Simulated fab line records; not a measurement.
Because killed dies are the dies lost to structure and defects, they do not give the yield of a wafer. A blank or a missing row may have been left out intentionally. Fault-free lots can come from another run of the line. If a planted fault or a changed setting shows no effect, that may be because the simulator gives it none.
fab line records + flow n5_finfet
[record]
- lots = 4
- wafers = 10
- last_day = 19
route steps=1938 shown BEOL_M5@1186 BEOL_M6@1194
lots that met no fault: taken from a fault-free run of the same line
start_h: hours from the record's opening day to when the first of the lot's shown wafers began + wait_h: how many hours have passed since the lot's step before this one + " repeats the value in the row above + L1.1+2: several wafers, shown together as one row + - value missing, or start not given + * or withheld: withheld + < > ~ a bound
route shown NAME@n: NAME is a module with steps in the file, n the number in the route of the first one + usual: mean and standard deviation over wafers with no fault + same: alike in all rows + chamber/n: place in a boat + sites: per-site readings + _std_site: their standard deviation + _edge_site: mean of outer sites minus mean of inner sites + radius_mm: how far each site lies from the wafer's centre + mask NAME#n: copy n + behind: the most recent tool/chamber to have shaped the wafer + hold: reason for holding the lot/hours on hold/outcome of the hold + device: the transistor (n, p or np) that didn't switch + end of line: the same wafers' tests at the end of the route + step lacking rows: just its recipe + killed: not the wafer's yield, but the dies lost to structure and defects at the first sort + map: shows each die of a wafer: x if killed, . if not, _ if none is there
set.NAME: the setting the step ran with; set.NAME@STEP: the setting that earlier step ran with + model.NAME: the simulator's own value behind a step, which no gauge read
a table for each step, a row for each wafer; lots at some steps of the route
services: the hour from which a tool's chamber was out of use, counted from the record's first day as start_h (under 0 if before that day), plus the number of hours and why
[[steps]]
[step N5_BEOL_M5_CMP_52]
[recipe]
- stop_on = SiCOH_lowk
- t_overpolish_s = 6.9
- down_force_psi = 1
- platen_rpm = 50
- clearing_platen_down_force_psi = 1.5
- clearing_platen_rpm = 50
- post_cmp_clean = cu_alkaline
- target_thk_nm = 62
- clearing_platen_pad_velocity_m_s = 0.99484
- pad_velocity_m_s = 0.99484
[step N5_BEOL_M5_PRE_CLEAN_77]
[recipe]
- gas = NH3/H2
- time_s = 15
- temp_c = *
- rf_power_w = 300
[step N5_BEOL_M5_CO_CAP_78]
[recipe]
- material = Co
- target_thk_a = 20
- temp_c = 200
- precursor = CCTBA/H2
- pressure_torr = 30
- time_s = 102.1
[step N5_BEOL_M5_PRE_CLEAN_55]
[recipe]
- gas = NH3
- time_s = 15
- temp_c = withheld
- rf_power_w = 300
[step N5_BEOL_M5_DEP_56]
[recipe]
- material = SiCN
- target_thk_a = 80
- temp_c = withheld
- precursor = 3MS/NH3
- pressure_torr = 3
- rf_w = 202
- time_s = 14
[step N5_BEOL_M6_ILD_DEP_00]
[recipe]
- material = SiCOH_lowk
- target_thk_a = 1797.5
- temp_c = 300
- precursor = DEMS/porogen
- pressure_torr = 5
- rf_w = 500
- time_s = 33.4
[step N5_BEOL_M6_CURE_74]
[recipe]
- temp_c = 385
- time_s = 240
- ambient = He/Ar
- material = SiCOH_lowk
[step N5_BEOL_M6_PECVD_70]
[recipe]
- material = SiO2
- target_thk_a = 200
- temp_c = 400
- precursor = TEOS/O2
- pressure_torr = 5.5
- rf_w = 450
- teos_flow_sccm = 53.8
- gas = O2
- flow_sccm = 3000
- time_s = 22.7
[step N5_BEOL_M6_HM_DEP_02]
[recipe]
- material = TiN
- target_thk_a = 200
- temp_c = 25
- chamber_pressure_pa = 0.49996
[usual]
- throttle_valve_pct = 29.7/1.1
| lot.wafer | tool           | chamber | start_h | wait_h | throttle_valve_pct | model.TiN_of_BEOL_M6_HM_DEP_02.thk_nm |
|-----------|----------------|---------|---------|--------|--------------------|---------------------------------------|
| L611.1    | pvd_sputter-01 | -       | 264.81  | 1.5    | 28.3               | 11                                    |
| L611.2    | "              | -       | "       | "      | 31.2               | 19.6                                  |
| L615.2    | pvd_sputter-01 | -       | 277.70  | 0.6    | 28.4               | 19.8                                  |
| L615.3    | "              | -       | "       | "      | 30.8               | 10.8                                  |
| L624.3    | pvd_sputter-03 | -       | 339.42  | 0.7    | 27.8               | 20                                    |
| L624.4    | "              | -       | "       | "      | 28.9               | 19.8                                  |
| L624.6    | "              | -       | "       | "      | 29.2               | 19.8                                  |
| L628.4    | pvd_sputter-01 | -       | 372.41  | 1.8    | 28.5               | 19.8                                  |
| L628.5    | "              | -       | "       | "      | 31.2               | 19.8                                  |
| L628.6    | "              | -       | "       | "      | 28.9               | 19.8                                  |
[step N5_BEOL_M6_COAT_59]
[recipe]
- resist = SOC
- temp_c = 250
- time_s = 60
- spin_rpm = 1500
- resist_thk_nm = 100
[step N5_BEOL_M6_COAT_60]
[recipe]
- resist = SiARC
- temp_c = 220
- time_s = 60
- spin_rpm = 1500
- resist_thk_nm = 35
[step N5_BEOL_M6_COAT_05]
[recipe]
- resist = CAR-ArF
- spin_rpm = 1500
- resist_thk_nm = 90
[step N5_BEOL_M6_EBR_07]
[recipe]
- solvent = PGMEA
- ebr_width_mm = 1.5
[step N5_BEOL_M6_SOFTBAKE_06]
[recipe]
- temp_c = 110
- time_s = 60
- resist = CAR-ArF
[step N5_BEOL_M6_EXPOSE_08]
[recipe]
- mask_id = M6
- na = 1.35
- source_shape = dipole
- sigma_inner = 0.817
- sigma_outer = 0.97
- polarization = te
- dose_mj = 68.25
[step N5_BEOL_M6_PEB_09]
[recipe]
- peb_temp_c = withheld
- peb_time_s = 60
- resist = CAR-ArF
[step N5_BEOL_M6_DEVELOP_10]
[recipe]
- develop_time_s = 30
- developer = TMAH
- resist = CAR-ArF
- rinse_liquid = diw
- dry = air_spin
- dev_temp_c = 23
[step N5_BEOL_M6_DESCUM_16]
[recipe]
- chemistry = O2
- time_s = 7.9
- source_power_w = 50
- bias_power_w = 20
- pressure_mtorr = 20
- rf_frequency_hz = 2.712e+07
- temp_c = 40
- resist = CAR-ArF
- o2_flow_sccm = 225
[step N5_BEOL_M6_ETCH_61]
[recipe]
- chemistry = CF4
- target = SiARC
- target_depth_a = 455
- mask_material = CAR-ArF
- time_s = 75.8
- ion_energy_ev = 80
- pressure_mtorr = 40
- source_w = 545
- bias_w = 36
- Ar_flow_sccm = 100
- cf4_flow_sccm = 100
- ends = cleared
[step N5_BEOL_M6_ETCH_62]
[recipe]
- chemistry = N2/H2
- target = SOC
- target_depth_a = 1100
- overetch_a = 220
- mask_material = SiARC
- temp_c = 40
- time_s = 165
- ion_energy_ev = 200
- pressure_mtorr = 30
- source_w = 840
- bias_w = 150
- n2_flow_sccm = 200
- h2_flow_sccm = 200
[step N5_BEOL_M6_STRIP_68]
[recipe]
- chemistry = N2/H2
- temp_c = 40
- n2_flow_sccm = 200
- h2_flow_sccm = 200
- rf_frequency_hz = 6e+07
[step N5_BEOL_M6_STRIP_67]
[recipe]
- chemistry = CF4
- resist = SiARC
- power_w = 300
- bias_power_w = 75
- pressure_mtorr = 50
- cf4_flow_sccm = 150
- rf_frequency_hz = 6e+07
[step N5_BEOL_M6_HM_OPEN_17]
[recipe]
- chemistry = Cl2/BCl3
- target_depth_a = 200
- overetch_a = 60
- target = TiN
- mask_material = SOC
- ion_energy_ev = 150
- pressure_mtorr = 10
- icp_w = 1000
- bias_w = 126
- Cl2_flow_sccm = 53.25
- bcl3_flow_sccm = 21.75
- Ar_flow_sccm = 25
[usual]
- chamber_pressure_mTorr = 10.000/0.0095
- drypump_motor_current_A = 5.9/0.48
- mfc_ar_sccm = 24.99/0.067
- oes_ar_750_au = 0.80/0.083
- oes_product_au = 0.68/0.071
- throttle_valve_pct = 22.06/0.23
| lot.wafer | tool         | chamber | start_h | wait_h | chamber_pressure_mTorr | drypump_motor_current_A | mfc_ar_sccm | oes_ar_750_au | oes_product_au | rf_hours_counter_h | throttle_valve_pct | model.etch.depth_nm |
|-----------|--------------|---------|---------|--------|------------------------|-------------------------|-------------|---------------|----------------|--------------------|--------------------|---------------------|
| L611.1    | rie_metal-03 | 0       | 265.68  | 0.0    | 10.000                 | 5.9                     | 25.02       | 0.62          | 0.39           | 117                | 22.21              | 10.9                |
| L611.2    | "            | 1       | "       | "      | 10.005                 | 5.1                     | 24.91       | 0.79          | 0.66           | 43                 | 21.91              | 19.66               |
| L615.2    | rie_metal-03 | 1       | 278.65  | 0.1    | 10.016                 | 5.2                     | 24.96       | 0.78          | 0.66           | -                  | 21.94              | 19.71               |
| L615.3    | "            | 1       | "       | "      | 9.992                  | 5.1                     | 24.95       | 0.79          | 0.50           | -                  | 22.18              | 10.87               |
| L624.3    | rie_metal-01 | 0       | 340.50  | 0.1    | 10.000                 | 6.7                     | 24.96       | 0.89          | 0.73           | -                  | 22.07              | 19.93               |
| L624.4    | "            | 1       | "       | "      | 10.000                 | 6.2                     | 24.95       | 0.75          | 0.64           | -                  | 21.88              | 19.73               |
| L624.6    | "            | 0       | "       | "      | 9.997                  | 6.8                     | 24.99       | 0.88          | 0.74           | -                  | 22.09              | 19.71               |
| L628.4    | rie_metal-01 | 0       | 373.34  | 0.1    | 10.000                 | 6.8                     | 24.99       | 0.86          | 0.72           | -                  | 22.09              | 19.86               |
| L628.5    | "            | 0       | "       | "      | 9.993                  | 6.8                     | 25.08       | 0.86          | 0.71           | -                  | 22.09              | 19.89               |
| L628.6    | "            | 1       | "       | "      | 9.994                  | 6.1                     | 25.12       | 0.74          | 0.63           | -                  | 21.86              | 19.75               |
[step N5_BEOL_M6_STRIP_19]
[recipe]
- chemistry = O2
- power_w = 400
- temp_c = 40
- pressure_mtorr = 30
- rf_frequency_hz = 6e+07
- bias_power_w = 0
- overash_fraction = 0.2
- o2_flow_sccm = 225
[step N5_BEOL_M6_COAT_63]
[recipe]
- resist = SOC
- temp_c = 250
- time_s = 60
- spin_rpm = 1500
- resist_thk_nm = 60
[step N5_BEOL_M6_COAT_64]
[recipe]
- resist = SiARC
- temp_c = 220
- time_s = 60
- spin_rpm = 1500
- resist_thk_nm = 12
[step N5_BEOL_M6_COAT_71]
[recipe]
- resist = underlayer
- temp_c = 205
- time_s = 60
- spin_rpm = 1500
- resist_thk_nm = 5
[step N5_BEOL_M6_COAT_22]
[recipe]
- resist = CAR-EUV
- spin_rpm = 1500
- resist_thk_nm = 30
[step N5_BEOL_M6_EBR_24]
[recipe]
- solvent = PGMEA
- ebr_width_mm = 1.5
[step N5_BEOL_M6_SOFTBAKE_23]
[recipe]
- temp_c = 110
- time_s = 60
- resist = CAR-EUV
[step N5_BEOL_M6_EXPOSE_25]
[recipe]
- mask_id = V5
- na = 0.33
- source_shape = annular
- sigma_inner = 0.4
- sigma_outer = 0.8
- polarization = unpolarized
- target_cd_nm = 40
- dose_mj = 45
[step N5_BEOL_M6_PEB_26]
[recipe]
- peb_temp_c = 100
- peb_time_s = 60
- resist = CAR-EUV
[step N5_BEOL_M6_DEVELOP_27]
[recipe]
- develop_time_s = 30
- developer = TMAH
- resist = CAR-EUV
- rinse_liquid = surfactant_rinse
- dry = air_spin
- dev_temp_c = 23
[step N5_BEOL_M6_TRENCH_ETCH_37]
[recipe]
- chemistry = C4F6/O2
- target_depth_a = 944.35
- target = SiCOH_lowk
- time_s = 31.5
- ion_energy_ev = 250
- pressure_mtorr = 30
- source_w = 345
- bias_w = 185
- Ar_flow_sccm = 300
- C4F6_flow_sccm = 10
- O2_flow_sccm = 10
[usual]
- O2_flow_sccm = 10.000/0.03
- chamber_pressure_mTorr = 29.998/0.028
- drypump_motor_current_A = 5.8/0.44
- mfc_ar_sccm = 300.0/0.9
- oes_ar_750_au = 0.76/0.06
- oes_f_703_au = 0.76/0.06
- oes_product_au = 0.76/0.062
- rf_vpp_V = 666/8.3
- showerhead_plenum_p_Torr = 2.88/0.071
- throttle_valve_pct = 20.97/0.22
| lot.wafer | tool        | chamber | start_h | wait_h | O2_flow_sccm | chamber_pressure_mTorr | drypump_motor_current_A | mfc_ar_sccm | oes_ar_750_au | oes_f_703_au | oes_product_au | rf_hours_counter_h | rf_vpp_V | showerhead_plenum_p_Torr | throttle_valve_pct | model.TiN_of_BEOL_M6_HM_DEP_02.thk_nm |
|-----------|-------------|---------|---------|--------|--------------|------------------------|-------------------------|-------------|---------------|--------------|----------------|--------------------|----------|--------------------------|--------------------|---------------------------------------|
| L611.1    | rie_diel-01 | 0       | -       | -      | 9.979        | 29.993                 | 5.7                     | 298.8       | 0.80          | 0.79         | 0.82           | 90                 | 678      | 2.98                     | 20.98              | 8.2                                   |
| L611.2    | "           | 1       | "       | "      | 9.982        | 30.031                 | 5.8                     | 299.0       | 0.81          | 0.80         | 0.81           | 107                | 666      | 2.87                     | 20.93              | 17                                    |
| L615.2    | rie_diel-06 | 1       | -       | -      | 9.995        | 29.994                 | 5.8                     | 301.3       | 0.80          | 0.81         | 0.80           | 95                 | 679      | 2.87                     | 21.01              | 17                                    |
| L615.3    | "           | 0       | "       | "      | 9.972        | 30.007                 | 6.0                     | 300.5       | 0.72          | 0.72         | 0.71           | 213                | 653      | 2.81                     | 21.13              | 8.2                                   |
| L624.3    | rie_diel-01 | 0       | -       | -      | 9.989        | 30.065                 | 5.7                     | 298.9       | 0.79          | 0.77         | 0.78           | 114                | 676      | 2.97                     | 21.00              | 17.2                                  |
| L624.4    | "           | 2       | "       | "      | 9.970        | 29.978                 | 6.3                     | 299.7       | 0.78          | 0.79         | 0.79           | -                  | 662      | 2.75                     | 21.13              | 17                                    |
| L624.6    | "           | 0       | "       | "      | 9.967        | 29.994                 | 5.7                     | 298.5       | 0.79          | 0.77         | 0.79           | -                  | 677      | 2.97                     | 21.01              | 17                                    |
| L628.4    | rie_diel-06 | 0       | -       | -      | 10.026       | 29.981                 | 5.9                     | 300.2       | 0.69          | 0.69         | 0.69           | 250                | 652      | 2.79                     | 21.16              | 17.2                                  |
| L628.5    | "           | 0       | "       | "      | 10.004       | 29.997                 | 5.9                     | 300.1       | 0.70          | 0.70         | 0.69           | -                  | 650      | 2.79                     | 21.18              | 17.2                                  |
| L628.6    | "           | 1       | "       | "      | 9.959        | 29.974                 | 5.7                     | 299.0       | 0.78          | 0.77         | 0.77           | -                  | 678      | 2.85                     | 21.05              | 17                                    |
[[services]]
| tool         | chamber | start_h | hours | kind           |
|--------------|---------|---------|-------|----------------|
| rie_diel-06  | 3       | 258.10  | 3.1   | repair         |
| rie_metal-03 | 0       | 268.98  | -     | clean          |
| rie_metal-03 | 0       | 268.98  | 24.8  | scheduled_down |
| rie_metal-03 | 0       | 268.98  | 24.8  | vent_cycle     |
| rie_diel-06  | 1       | 301.28  | 8.3   | repair         |
| rie_diel-06  | -       | 310.71  | 2.8   | pm             |
| rie_diel-01  | 0       | 311.39  | 14.6  | repair         |
| rie_diel-01  | 1       | 323.83  | 2.3   | repair         |
| rie_diel-01  | 1       | 337.50  | 9.0   | repair         |
| rie_metal-03 | 0       | 339.24  | 12.5  | repair         |
[[key]]
first_sign none at tools or gauges
[model_effect]
- step = N5_BEOL_M6_HM_DEP_02
- value = TiN_of_BEOL_M6_HM_DEP_02.thk_nm
- without = 19.8
- struck = 10.9
[model_effect]
- step = N5_BEOL_M6_HM_OPEN_17
- value = etch.depth_nm
- without = 19.74
- struck = 10.89
[model_effect]
- step = N5_BEOL_M6_TRENCH_ETCH_37
- value = TiN_of_BEOL_M6_HM_DEP_02.thk_nm
- without = 17
- struck = 8.2
met_at N5_BEOL_M6_HM_DEP_02
struck_wafers L611.1,L615.3
[fault]
- kind = process_parameter_drift
- tool = pvd_sputter-01
- chamber = -
- onset_h = 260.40
- steps = N5_BEOL_M6_HM_DEP_02
- channel = target_thk_a
- offset = *
- shape = step
- end_h = 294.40
- scope = struck_wafers_only
- acts_in = *
- stated = *
